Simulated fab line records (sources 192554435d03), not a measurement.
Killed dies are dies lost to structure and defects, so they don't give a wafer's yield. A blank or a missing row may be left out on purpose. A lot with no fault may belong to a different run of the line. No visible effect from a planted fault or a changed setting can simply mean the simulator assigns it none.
A lot that was struck, set against a sound lot / flow n5 finfet / 15 steps out of a route of 1938
Sound: wafers L586.2, L586.4, L586.6. Struck: wafer L594.3. (L594.4 of the same lot was not struck and is left out.) The cause comes at the end.
At each step with rows: each side's tool, then ch and its chambers, then its first start. Under that, the readings that differ: sound wafers / struck wafers / difference of the means / sigmas: that difference in standard deviations of wafers without a fault.
alike: same words and numbers on both sides, and readings whose means sit less than 2 such deviations apart. not compared: any withheld reading, any reading some wafer has no value for, any bound like >300 that may hide the same value, and any number with overlapping values for which the record gives no deviation.
Wherever a step has rows on one side only, a row that says differs or no value, or a row with sigmas, the two part there. When numbers do not overlap yet have no deviation, they are printed without sigmas and do not part them. Lack of a reading on every wafer of one side parts them only where that side has two or more wafers.

N5_BEOL_M8_STRIP_80: strips in N2/H2, time 10 s.
  sound: rie diel-01 ch 0,2; struck: rie diel-01 ch 0
  alike: drypump motor current A, oes product au, rf vpp V, showerhead plenum p Torr, throttle valve pct
  not compared: rf hours counter h
N5_BEOL_M8_OCD_MEAS_38:
  sound: ocd-01 at day 11 12:20; struck: ocd-02 at day 13 17:14
  alike: trench depth nm
then, 4 steps without rows for these wafers: N5_BEOL_M8_HM_STRIP_39 (strips TiN in peroxide tin strip, target depth 25 nm, time 158 s); N5_BEOL_M8_SRD_40 (time 30 s); N5_BEOL_M8_PRECLEAN_42 (cleans in residue remover, time 60 s); N5_BEOL_M8_SRD_43 (time 30 s).
N5_BEOL_M8_CD_MEAS_35: the cd target is 40 nm.
  sound: cd sem-03 at day 11 12:29; struck: cd sem-01 at day 13 17:23
  alike: cd nm
then, 1 step without rows for these wafers: N5_BEOL_M8_CURE_75 (cures SiCOH lowk, time 120 s).
N5_BEOL_M8_DEGAS_44: time 60 s.
  sound: pvd sputter-02 at day 11 13:11; struck: pvd sputter-03 at day 13 17:46
  alike: heater power w
N5_BEOL_M8_PRE_CLEAN_45: time 30 s.
  sound: pvd sputter-02 at day 11 13:14; struck: pvd sputter-03 at day 13 17:48
  alike: heater power w
N5_BEOL_M8_ALD_77: deposits TaN, target thk 2 nm, pulse time 2 s, purge time 3 s.
  sound on ald metal-03 ch 0,3, day 11 13:17; struck on ald metal-03 ch 1, day 13 17:52
reading=precursor vessel temp c (C); sound=75.03 74.80 74.65; struck=75.22; difference=+0.39; sigmas=+3
  alike: heater power w
  not compared: since wet clean h
N5_BEOL_M8_SURFACE_TREAT_79:
  sound: pvd sputter-03 at day 11 13:37; struck: pvd sputter-03 at day 13 18:19
  not compared: throttle valve pct
N5_BEOL_M8_CVD_78: deposits Co from CCTBA/H2, target thk 2 nm, time 142.3 s.
  sound on cvd co-02 ch 1,2, day 11 13:41; struck on cvd co-01 ch 1, day 13 18:23
reading=run length s (s); sound=165.1 165.2 165.3; struck=94.2; difference=-71.0; sigmas=-99 or more
  not compared: since wet clean h
then, 2 steps without rows for these wafers: N5_BEOL_M8_SPUTTER_48 (material Cu, target thk 10 nm, time 1.667 s); N5_PASSIVATION_PROBE_49.

## WHERE THEY PART
Last at N5_BEOL_M8_CVD_78 as far as this record goes, first at N5_BEOL_M8_ALD_77.

WHY: whatever the simulator had introduced
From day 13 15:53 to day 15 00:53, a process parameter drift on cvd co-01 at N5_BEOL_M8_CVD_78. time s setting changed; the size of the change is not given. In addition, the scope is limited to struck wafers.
